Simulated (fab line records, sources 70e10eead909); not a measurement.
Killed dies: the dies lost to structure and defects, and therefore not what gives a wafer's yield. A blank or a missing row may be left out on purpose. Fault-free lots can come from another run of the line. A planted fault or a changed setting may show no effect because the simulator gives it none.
fab line records | flow nandHarc
record lots=13 | wafers=39 | lastDay=26
route steps=1159 shown A_STAIRCASE@675 END@1159
lots that met no fault: from a run of the same line without faults
startH: the number of hours between the record's first day and the start of the first shown wafer of the lot | waitH: hours from the lot's prior step to this one | " same as the row above | L1.1+2: a single row standing in for several wafers | - value missing, or start not given | * or withheld: withheld | < > ~ a bound
route shown NAME@n: a module of which the file shows steps, and the number in the route of the first | usual: the fault-free wafers' mean and standard deviation | same: alike in all rows | chamber/n: place in a boat | sites: readings site by site | _std_site: their standard deviation | _edge_site: outer sites' mean less inner sites' | radiusMm: how far each site lies from the wafer's centre | mask NAME#n: copy n | behind: the most recent tool/chamber to have shaped the wafer | hold: the reason the lot was held/the length of the hold in hours/how it ended | device: whichever transistor did not switch (one of n, p or np) | end of line: the same wafers' tests at the end of the route | a step with no rows: only its recipe | killed: the dies lost at the first sort to structure and to defects; this is not the yield of the wafer | map: per-die view of a wafer (x killed, . not killed, _ where there is no die)
set.NAME: the run value of the setting; set.NAME@STEP: its run value at that earlier step | model.NAME: the simulator's own value behind a step, which no gauge read
one table for each step of the route and one row for each wafer, over a sample of lots
services: the hour from which a tool's chamber was out of use, counted from the record's first day as startH (under 0 if before that day), plus the number of hours and why
## steps
# step NHARC_A_STAIRCASE_HM_DEP_462
# recipe targetThkA=8000 | tempC=400 | material=aC
# usual throttleValvePct=34.999/0.0091
lot.wafer | tool      | chamber | startH | waitH | throttleValvePct
L993.3    | aclDep-03 | 0       | 258.37 | 0.7   | 34.999
L993.4    | "         | 0       | "      | "     | 35.002
L993.5    | "         | 0       | "      | "     | 35.003
L994.3    | aclDep-01 | 0       | 267.92 | 0.7   | 35.017
L994.4    | "         | 0       | "      | "     | 35.010
L994.5    | "         | 0       | "      | "     | 35.008
L995.1    | aclDep-03 | 0       | 268.86 | 0.4   | 35.006
L995.3    | "         | 0       | "      | "     | 35.002
L995.4    | "         | 0       | "      | "     | 34.996
L997.1    | aclDep-02 | 0       | 270.62 | 0.1   | 35.011
L997.2    | "         | 0       | "      | "     | 34.978
L997.4    | "         | 0       | "      | "     | 35.003
L998.2    | aclDep-02 | 0       | 297.77 | 4.1   | 34.997
L998.4    | "         | 0       | "      | "     | 35.005
L998.5    | "         | 0       | "      | "     | 35.013
L999.2    | aclDep-03 | 0       | 303.95 | 3.4   | 35.000
L999.3    | "         | 0       | "      | "     | 34.997
L999.5    | "         | 0       | "      | "     | 34.995
L103.2    | aclDep-03 | 0       | 315.05 | 3.2   | 35.000
L103.4    | "         | 0       | "      | "     | 34.988
L103.6    | "         | 0       | "      | "     | 34.992
L102.2    | aclDep-02 | 0       | 315.56 | 3.0   | 34.992
L102.3    | "         | 0       | "      | "     | 35.003
L102.4    | "         | 0       | "      | "     | 35.008
L106.2    | aclDep-03 | 0       | 332.38 | 2.0   | 34.993
L106.4    | "         | 0       | "      | "     | 34.979
L106.6    | "         | 0       | "      | "     | 35.007
L110.2    | aclDep-01 | 0       | 366.20 | 1.2   | 34.993
L110.3    | "         | 0       | "      | "     | 34.988
L110.6    | "         | 0       | "      | "     | 34.993
L114.2    | aclDep-01 | 0       | 379.44 | 1.1   | 34.997
L114.3    | "         | 0       | "      | "     | 34.991
L114.6    | "         | 0       | "      | "     | 34.997
L115.2    | aclDep-01 | 0       | 402.91 | 2.0   | 35.002
L115.3    | "         | 0       | "      | "     | 34.999
L115.6    | "         | 0       | "      | "     | 34.991
L116.2    | aclDep-03 | 0       | 403.71 | 2.7   | 34.988
L116.4    | "         | 0       | "      | "     | 35.024
L116.6    | "         | 0       | "      | "     | 34.985
# step NHARC_A_STAIRCASE_STRIP_316
# recipe o2FlowSccm=500 | arFlowSccm=0 | biasW=0 | chemistry=O2
# usual drypumpMotorCurrentA=6.0/0.5 | oesProductAu=1.002/0.011 | rfVppV=57.7/0.97 | showerheadPlenumPTorr=3.48/0.15 | throttleValvePct=17.037/0.0084
lot.wafer | tool       | chamber | startH | waitH | drypumpMotorCurrentA | oesProductAu | rfHoursCounterH | rfVppV | showerheadPlenumPTorr | throttleValvePct
L993.3    | rieDiel-11 | 0       | -      | -     | 6.2                  | 1.027        | 27              | 57.1   | 3.28                  | 17.048
L993.4    | "          | 0       | "      | "     | 6.2                  | 1.018        | -               | 58.8   | 3.28                  | 17.037
L993.5    | "          | 1       | "      | "     | 5.3                  | 0.995        | -               | 58.0   | 3.66                  | 17.039
L994.4    | rieDiel-11 | 3       | -      | -     | 6.5                  | 1.022        | 30              | 57.4   | 3.43                  | 17.026
L994.3    | "          | 0       | "      | "     | 6.3                  | 1.018        | 31              | 54.9   | 3.28                  | 17.028
L994.5    | "          | 0       | "      | "     | 6.2                  | 1.007        | -               | 56.3   | 3.28                  | 17.028
L995.1    | rieDiel-02 | 1       | -      | -     | 6.7                  | 1.007        | 37              | 57.4   | 3.47                  | 17.038
L995.3    | "          | 3       | "      | "     | 6.1                  | 0.981        | 43              | 57.5   | 3.67                  | 17.033
L995.4    | "          | 0       | "      | "     | 6.6                  | 0.987        | 40              | 57.0   | 3.45                  | 17.023
L997.2    | rieDiel-02 | 2       | -      | -     | 5.4                  | 0.999        | 42              | 57.0   | 3.27                  | 17.050
L997.1    | "          | 3       | "      | "     | 6.2                  | 0.984        | 44              | 57.3   | 3.67                  | 17.044
L997.4    | "          | 1       | "      | "     | 6.7                  | 0.995        | 38              | 57.5   | 3.47                  | 17.034
L998.4    | rieDiel-12 | 3       | -      | -     | 5.9                  | 0.994        | 31              | 59.0   | 3.42                  | 17.039
L998.2    | "          | 0       | "      | "     | 6.7                  | 1.006        | 31              | 57.6   | 3.48                  | 17.034
L998.5    | "          | 3       | "      | "     | 5.9                  | 0.990        | -               | 58.4   | 3.42                  | 17.045
L999.3    | rieDiel-02 | 2       | -      | -     | 5.4                  | 0.993        | 51              | 58.5   | 3.26                  | 17.045
L999.2    | "          | 1       | "      | "     | 6.7                  | 0.984        | 47              | 56.7   | 3.47                  | 17.056
L999.5    | "          | 3       | "      | "     | 6.1                  | 0.993        | -               | 58.5   | 3.66                  | 17.029
L103.4    | rieDiel-11 | 1       | -      | -     | 5.3                  | 0.987        | 49              | 57.7   | 3.64                  | 17.033
L103.2    | "          | 2       | "      | "     | 5.5                  | 0.998        | 32              | 56.2   | 3.40                  | 17.036
L103.6    | "          | 0       | "      | "     | 6.2                  | 0.998        | -               | 58.2   | 3.27                  | 17.052
L102.3    | rieDiel-11 | 0       | -      | -     | 6.2                  | 1.002        | 50              | 59.5   | 3.27                  | 17.040
L102.2    | "          | 2       | "      | "     | 5.5                  | 1.008        | 32              | 56.6   | 3.40                  | 17.041
L102.4    | "          | 3       | "      | "     | 6.4                  | 1.012        | 49              | 58.6   | 3.42                  | 17.044
L106.4    | rieDiel-11 | 3       | -      | -     | 6.4                  | 1.019        | 55              | 58.9   | 3.42                  | 17.036
L106.2    | "          | 0       | "      | "     | 6.2                  | 1.010        | 56              | 55.0   | 3.27                  | 17.031
L106.6    | "          | 2       | "      | "     | 5.6                  | 1.011        | -               | 57.3   | 3.40                  | 17.033
L110.3    | rieDiel-12 | 3       | -      | -     | 5.8                  | 0.981        | 56              | 57.3   | 3.41                  | 17.026
L110.2    | "          | 1       | "      | "     | 5.4                  | 1.003        | 60              | 58.2   | 3.58                  | 17.051
L110.6    | "          | 2       | "      | "     | 5.6                  | 0.997        | -               | 57.3   | 3.36                  | 17.037
L114.2    | rieDiel-11 | 2       | -      | -     | 5.5                  | 1.010        | 6               | 58.1   | 3.39                  | 17.029
L114.3    | "          | 3       | "      | "     | 6.4                  | 1.009        | 5               | 56.9   | 3.41                  | 17.040
L114.6    | "          | 1       | "      | "     | 5.3                  | 0.994        | -               | 58.0   | 3.63                  | 17.031
L115.3    | rieDiel-12 | 0       | -      | -     | 6.7                  | 1.008        | 7               | 57.8   | 3.46                  | 17.023
L115.2    | "          | 1       | "      | "     | 5.4                  | 1.017        | 7               | 58.5   | 3.58                  | 17.029
L115.6    | "          | 3       | "      | "     | 5.9                  | 0.998        | -               | 56.1   | 3.41                  | 17.039
L116.4    | rieDiel-02 | 3       | -      | -     | 6.1                  | 0.996        | 30              | 57.5   | 3.64                  | 17.031
L116.2    | "          | 0       | "      | "     | 6.6                  | 0.988        | 27              | 56.3   | 3.43                  | 17.031
L116.6    | "          | 2       | "      | "     | 5.4                  | 0.998        | -               | 59.0   | 3.79                  | 17.033
# step NHARC_A_STAIRCASE_ALD_420
# recipe targetThkA=200 | pulseTimeS=6 | aldCycles=200 | tempC=300 | material=SiO2
# usual heaterPowerW=467/44 | precursorPulseHeightRel=0.999/0.02
lot.wafer | tool     | chamber | startH | waitH | heaterPowerW | precursorPulseHeightRel
L993.3    | aldHk-03 | 3       | 269.71 | -     | 546          | 0.995
L993.4    | "        | 0       | "      | "     | 448          | 1.011
L993.5    | "        | 2       | "      | "     | 376          | 0.990
L994.4    | aldHk-04 | 2       | 278.83 | -     | 494          | 0.959
L994.3    | "        | 1       | "      | "     | 387          | 0.973
L994.5    | "        | 2       | "      | "     | 496          | 1.003
L995.3    | aldHk-01 | 3       | 278.83 | -     | 459          | 1.016
L995.1    | "        | 0       | "      | "     | 468          | 1.002
L995.4    | "        | 2       | "      | "     | 453          | 0.992
L997.2    | aldHk-04 | 0       | 281.84 | -     | 504          | 0.975
L997.4    | "        | 1       | "      | "     | 385          | 0.965
L997.1    | "        | 2       | "      | "     | 490          | 1.031
L998.2    | aldHk-01 | 0       | 308.05 | -     | 481          | 0.958
L998.4    | "        | 3       | "      | "     | 457          | 0.992
L998.5    | "        | 0       | "      | "     | 472          | 0.977
L999.3    | aldHk-04 | 2       | 314.54 | -     | 516          | 0.961
L999.2    | "        | 3       | "      | "     | 522          | 0.994
L999.5    | "        | 2       | "      | "     | 509          | 0.986
L102.4    | aldHk-01 | 0       | 325.76 | -     | 468          | 1.013
L102.3    | "        | 1       | "      | "     | 460          | 0.994
L102.2    | "        | 3       | "      | "     | 461          | 0.993
L103.4    | aldHk-04 | 1       | 325.76 | -     | 384          | 0.991
L103.2    | "        | 2       | "      | "     | 501          | 0.987
L103.6    | "        | 1       | "      | "     | 384          | 0.982
L106.2    | aldHk-01 | 0       | 344.01 | -     | 482          | 1.026
L106.4    | "        | 2       | "      | "     | 442          | 0.998
L106.6    | "        | 3       | "      | "     | 455          | 1.006
L110.3    | aldHk-04 | 1       | 377.03 | -     | 389          | 1.010
L110.2    | "        | 2       | "      | "     | 463          | 0.990
L110.6    | "        | 0       | "      | "     | 494          | 1.023
L114.2    | aldHk-03 | 3       | 391.79 | -     | 485          | 1.021
L114.3    | "        | 0       | "      | "     | 454          | 0.985
L114.6    | "        | 2       | "      | "     | 385          | 1.009
L115.3    | aldHk-01 | 2       | 421.32 | -     | 434          | 1.005
L115.2    | "        | 0       | "      | "     | 469          | 1.007
L115.6    | "        | 1       | "      | "     | 455          | 0.998
L116.2    | aldHk-04 | 2       | 421.44 | -     | 482          | 0.995
L116.4    | "        | 0       | "      | "     | 494          | 1.031
L116.6    | "        | 2       | "      | "     | 477          | 1.006
# step NHARC_A_STAIRCASE_DEP_325
# recipe targetThkA=38000 | tempC=400 | targetThkNm=3800 | teosFlowSccm=200 | rfW=500 | material=SiO2
# usual heaterPowerW=611/75 | mfcPrecursorSccm=200.0/0.6
lot.wafer | tool     | chamber | startH | waitH | heaterPowerW | mfcPrecursorSccm
L993.3    | pecvd-02 | 1       | 295.04 | 0.2   | 655          | 199.7
L993.4    | "        | 0       | "      | "     | 645          | 200.1
L993.5    | "        | 2       | "      | "     | 482          | 199.4
L995.1    | pecvd-03 | 1       | 306.66 | 0.1   | 636          | 200.1
L995.3    | "        | 0       | "      | "     | 671          | 199.8
L995.4    | "        | 2       | "      | "     | 566          | 199.8
L994.3    | pecvd-04 | 0       | 306.68 | 0.1   | 725          | 200.1
L994.5    | "        | 0       | "      | "     | 563          | 199.7
L994.4    | "        | 2       | "      | "     | 641          | 200.7
L997.2    | pecvd-03 | 0       | 307.23 | 0.6   | 649          | 199.7
L997.1    | "        | 2       | "      | "     | 676          | 199.7
L997.4    | "        | 1       | "      | "     | 512          | 200.3
L998.2    | pecvd-02 | 0       | 332.83 | 0.1   | 809          | 198.9
L998.5    | "        | 0       | "      | "     | 639          | 200.1
L998.4    | "        | 2       | "      | "     | 484          | 200.0
L999.2    | pecvd-04 | 0       | 337.08 | 0.2   | 652          | 200.9
L999.3    | "        | 1       | "      | "     | 624          | 199.9
L999.5    | "        | 0       | "      | "     | 591          | 199.7
L102.3    | pecvd-02 | 2       | 349.10 | 0.4   | 570          | 200.8
L102.2    | "        | 0       | "      | "     | 685          | 199.9
L102.4    | "        | 1       | "      | "     | 586          | 199.9
L103.2    | pecvd-04 | 1       | 353.03 | 0.2   | 594          | 190.5
L103.4    | "        | 0       | "      | "     | 564          | 192.9
L103.6    | "        | 2       | "      | "     | 646          | 191.6
L106.2    | pecvd-04 | 1       | 370.64 | 0.1   | 620          | 192.6
L106.6    | "        | 2       | "      | "     | 655          | 192.1
L106.4    | "        | 0       | "      | "     | 593          | 193.1
L110.2    | pecvd-03 | 2       | 402.02 | 0.2   | 672          | 198.7
L110.3    | "        | 1       | "      | "     | 518          | 200.1
L110.6    | "        | 1       | "      | "     | 513          | 200.0
L114.2    | pecvd-02 | 1       | 417.38 | 0.1   | 660          | 200.6
L114.3    | "        | 1       | "      | "     | 573          | 201.4
L114.6    | "        | 1       | "      | "     | 586          | 200.8
L116.2    | pecvd-02 | 0       | 444.89 | 0.2   | 699          | 200.1
L116.6    | "        | 0       | "      | "     | 594          | 200.5
L116.4    | "        | 1       | "      | "     | 587          | 200.1
L115.3    | pecvd-03 | 0       | 444.89 | 0.2   | 748          | 200.2
L115.2    | "        | 1       | "      | "     | 614          | 201.1
L115.6    | "        | 1       | "      | "     | 510          | 200.3
# step NHARC_END_SORT_01
# recipe tempC=25
# usual killedAtArray=27/11 | killedAtOther=0.6/1 | killedAtPeriphery=3.0/2.1 | killedDies=31/12 | killedOpen=3.2/1.7 | killedShort=1.7/1.4
# same grossDies=677
lot.wafer | tool      | chamber | startH | waitH | killedAtArray | killedAtOther | killedAtPeriphery | killedDies | killedOpen | killedShort
L993.3    | prober-01 | 0       | 462.26 | 3.1   | 23            | 1             | 1                 | 25         | 4          | 1
L993.4    | prober-01 | 0       | 463.04 | 3.3   | 23            | 0             | 2                 | 25         | 3          | 1
L993.5    | prober-01 | 0       | 463.83 | 3.6   | 21            | 1             | 1                 | 23         | 2          | 1
L999.2    | prober-01 | 0       | 483.06 | 2.8   | 20            | 0             | 4                 | 24         | 4          | 4
L999.3    | prober-01 | 0       | 483.86 | 3.1   | 14            | 0             | 0                 | 14         | 0          | 1
L999.5    | prober-01 | 0       | 485.46 | 3.7   | 21            | 0             | 2                 | 23         | 2          | 1
L103.2    | prober-01 | 0       | 498.77 | 2.8   | 15            | 0             | 1                 | 16         | 3          | 2
L103.4    | prober-01 | 0       | 500.38 | 3.4   | 9             | 0             | 2                 | 11         | 3          | 1
L103.6    | prober-01 | 0       | 501.99 | 4.0   | 8             | 1             | 1                 | 10         | 1          | 1
L106.2    | prober-02 | 0       | 513.15 | 2.8   | 12            | 0             | 1                 | 13         | 1          | 1
L106.4    | prober-02 | 0       | 514.73 | 3.4   | 12            | 0             | 2                 | 14         | 4          | 0
L106.6    | prober-02 | 0       | 516.31 | 3.9   | 10            | 0             | 2                 | 12         | 3          | 1
L110.2    | prober-02 | 0       | 550.09 | 2.8   | 19            | 1             | 4                 | 24         | 2          | 2
L110.3    | prober-02 | 0       | 550.90 | 3.1   | 19            | 2             | 5                 | 26         | 2          | 3
L110.6    | prober-02 | 0       | 553.32 | 4.0   | 10            | 0             | 10                | 20         | 3          | 1
# killed by level:class
L993.3 A_CHANNEL_HOLE_D1:chamberFilmFlake=10 A_SLIT:chamberFilmFlake=3 A_CHANNEL_FILL_D1:chamberFilmFlake=3 A_CHANNEL_FILL_D1:geometricParticle:open=2 A_ONON_D1:geometricParticle:open=1 A_CONTACT:geometricParticle:open=1 A_M1:geometricParticle:short=1 P_STI:chamberFilmFlake=1
L993.4 A_CHANNEL_HOLE_D1:chamberFilmFlake=12 A_CHANNEL_FILL_D1:chamberFilmFlake=6 A_CONTACT:chamberFilmFlake=2 P_CONTACT:geometricParticle:open=1 P_M0:geometricParticle:open=1 A_SGD_CUT:geometricParticle:short=1 A_SGD_CUT:geometricParticle:open=1 A_SLIT:chamberFilmFlake=1
L993.5 A_CHANNEL_HOLE_D1:chamberFilmFlake=12 A_CHANNEL_FILL_D1:chamberFilmFlake=2 A_STAIRCASE:chamberFilmFlake=2 A_CHANNEL_FILL_D1:geometricParticle:open=1 A_SGD_CUT:geometricParticle:open=1 A_CONTACT:geometricParticle:short=1 P_ZERO_WELL:chamberFilmFlake=1 A_SLIT:chamberFilmFlake=1
L999.2 A_SGD_CUT:chamberFilmFlake=8 A_SLIT:chamberFilmFlake=3 A_WL_FILL:chamberFilmFlake=2 P_CONTACT:geometricParticle:open=1 P_M0:geometricParticle:short=1 A_ONON_D1:geometricParticle:short=1 A_CHANNEL_FILL_D1:geometricParticle:short=1 A_CHANNEL_FILL_D1:geometricParticle:open=1
L999.3 A_SGD_CUT:chamberFilmFlake=6 A_CHANNEL_HOLE_D1:chamberFilmFlake=4 A_STAIRCASE:chamberFilmFlake=3 A_CHANNEL_HOLE_D1:geometricParticle:short=1
L999.5 A_SGD_CUT:chamberFilmFlake=9 A_CHANNEL_HOLE_D1:chamberFilmFlake=5 A_SLIT:chamberFilmFlake=2 P_CONTACT:geometricParticle:open=1 A_WL_FILL:geometricParticle:short=1 A_CONTACT:geometricParticle:open=1 P_GATE:chamberFilmFlake=1 A_STAIRCASE:chamberFilmFlake=1
L103.2 A_STAIRCASE:chamberFilmFlake=5 A_CHANNEL_HOLE_D1:chamberFilmFlake=2 A_WL_FILL:chamberFilmFlake=2 P_CONTACT:geometricParticle:short=1 A_ONON_D1:geometricParticle:short=1 A_ONON_D1:geometricParticle:open=1 A_CONTACT:geometricParticle:open=1 A_M0:geometricParticle:open=1
L103.4 A_CHANNEL_HOLE_D1:chamberFilmFlake=3 P_ZERO_WELL:chamberFilmFlake=2 A_SOURCE_PLATE:geometricParticle:open=1 A_WL_FILL:geometricParticle:short=1 A_CONTACT:geometricParticle:open=1 A_M1:geometricParticle:open=1 A_WL_FILL:chamberFilmFlake=1 A_CONTACT:chamberFilmFlake=1
L103.6 A_CHANNEL_HOLE_D1:chamberFilmFlake=3 A_WL_FILL:chamberFilmFlake=2 A_WL_FILL:geometricParticle:short=1 A_CONTACT:geometricParticle:open=1 P_ZERO_WELL:chamberFilmFlake=1 A_STAIRCASE:chamberFilmFlake=1 THIN_TSV:chamberFilmFlake=1
L106.2 A_CHANNEL_HOLE_D1:chamberFilmFlake=6 A_STAIRCASE:chamberFilmFlake=2 A_CONTACT:chamberFilmFlake=2 P_ZERO_WELL:geometricParticle:open=1 A_WL_FILL:geometricParticle:short=1 A_CHANNEL_FILL_D1:chamberFilmFlake=1
L106.4 A_STAIRCASE:chamberFilmFlake=5 A_CONTACT:geometricParticle:open=2 A_CHANNEL_HOLE_D1:geometricParticle:open=1 A_SGD_CUT:geometricParticle:open=1 P_ZERO_WELL:chamberFilmFlake=1 P_STI:chamberFilmFlake=1 A_CHANNEL_HOLE_D1:chamberFilmFlake=1 A_CONTACT:chamberFilmFlake=1
L106.6 A_CHANNEL_HOLE_D1:chamberFilmFlake=3 A_CONTACT:chamberFilmFlake=2 P_M0:geometricParticle:short=1 A_CHANNEL_FILL_D1:geometricParticle:open=1 A_SGD_CUT:geometricParticle:open=1 A_CONTACT:geometricParticle:open=1 P_ZERO_WELL:chamberFilmFlake=1 A_STAIRCASE:chamberFilmFlake=1
L110.2 A_CHANNEL_HOLE_D1:chamberFilmFlake=5 A_STAIRCASE:chamberFilmFlake=4 A_CONTACT:chamberFilmFlake=3 P_STI:chamberFilmFlake=2 P_GATE:chamberFilmFlake=2 A_ZERO_WELL:chamberFilmFlake=2 A_ONON_D1:geometricParticle:short=1 A_CHANNEL_HOLE_D1:geometricParticle:short=1
L110.3 A_CHANNEL_HOLE_D1:chamberFilmFlake=6 A_CONTACT:chamberFilmFlake=6 P_STI:chamberFilmFlake=3 A_WL_FILL:chamberFilmFlake=2 THIN_TSV:chamberFilmFlake=2 P_ZERO_WELL:geometricParticle:open=1 A_ONON_D1:geometricParticle:short=1 A_CHANNEL_FILL_D1:geometricParticle:short=1
L110.6 P_STI:chamberFilmFlake=4 A_CHANNEL_HOLE_D1:chamberFilmFlake=3 A_CONTACT:chamberFilmFlake=3 P_M0:geometricParticle:open=2 A_STAIRCASE:chamberFilmFlake=2 P_GATE:geometricParticle:open=1 A_CONTACT:geometricParticle:short=1 P_ZERO_WELL:chamberFilmFlake=1
## services
tool       | chamber | startH | hours | kind
rieDiel-11 | 0       | 248.55 | -     | clean
rieDiel-11 | 1       | 248.55 | -     | clean
rieDiel-02 | 1       | 259.67 | 8.8   | repair
rieDiel-11 | 1       | 260.58 | 1.5   | repair
pecvd-02   | -       | 261.75 | 1.0   | repair
pecvd-04   | -       | 281.00 | 1.9   | repair
pecvd-04   | -       | 292.02 | 1.3   | repair
pecvd-03   | -       | 292.08 | 13.0  | pm
aclDep-01  | -       | 293.47 | 13.0  | pm
rieDiel-12 | 3       | 318.14 | 2.6   | repair
pecvd-04   | 1       | 323.95 | 2.9   | repair
rieDiel-02 | -       | 328.00 | 9.0   | pm
aldHk-03   | -       | 328.58 | 10.0  | pm
pecvd-04   | -       | 330.57 | 1.2   | repair
pecvd-02   | -       | 334.00 | 13.0  | pm
aclDep-02  | -       | 349.58 | 13.0  | pm
rieDiel-11 | -       | 366.56 | 9.0   | pm
pecvd-04   | -       | 376.73 | 13.0  | pm
rieDiel-12 | -       | 379.62 | 9.0   | pm
aclDep-03  | -       | 405.51 | 13.0  | pm
aldHk-01   | -       | 411.17 | 10.0  | pm
rieDiel-12 | 0       | 412.71 | 46.5  | repair
pecvd-04   | 2       | 419.84 | 12.0  | repair
rieDiel-11 | 2       | 431.23 | 15.4  | repair
## key
firstSign step=NHARC_A_STAIRCASE_DEP_325 | reading=mfcPrecursorSccm | direction=down | sigmas=13 | usual=200.0 | struck=192.1
effect none on later readings
metAt NHARC_A_STAIRCASE_DEP_325
struckLots L103,L106
testerLeftOut L103,L106
notActingAt NHARC_A_STAIRCASE_HM_DEP_462,NHARC_A_STAIRCASE_STRIP_316,NHARC_A_STAIRCASE_ALD_420
onsetBetween 337.08 353.03
fault kind=processParameterDrift | tool=pecvd-04 | chamber=- | onsetH=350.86 | steps=NHARC_A_STAIRCASE_DEP_325 | channel=teosFlowSccm | offset=* | shape=step | endH=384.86 | actsIn=* | stated=*
# testerLeftOut: of these lots the tester's yield and bins aren't shown, on N5 and GAA mostly nor the transistor test; their killed dies are dies lost to structure and defects alone, not to doping, threshold or leakage, so they don't give the yield
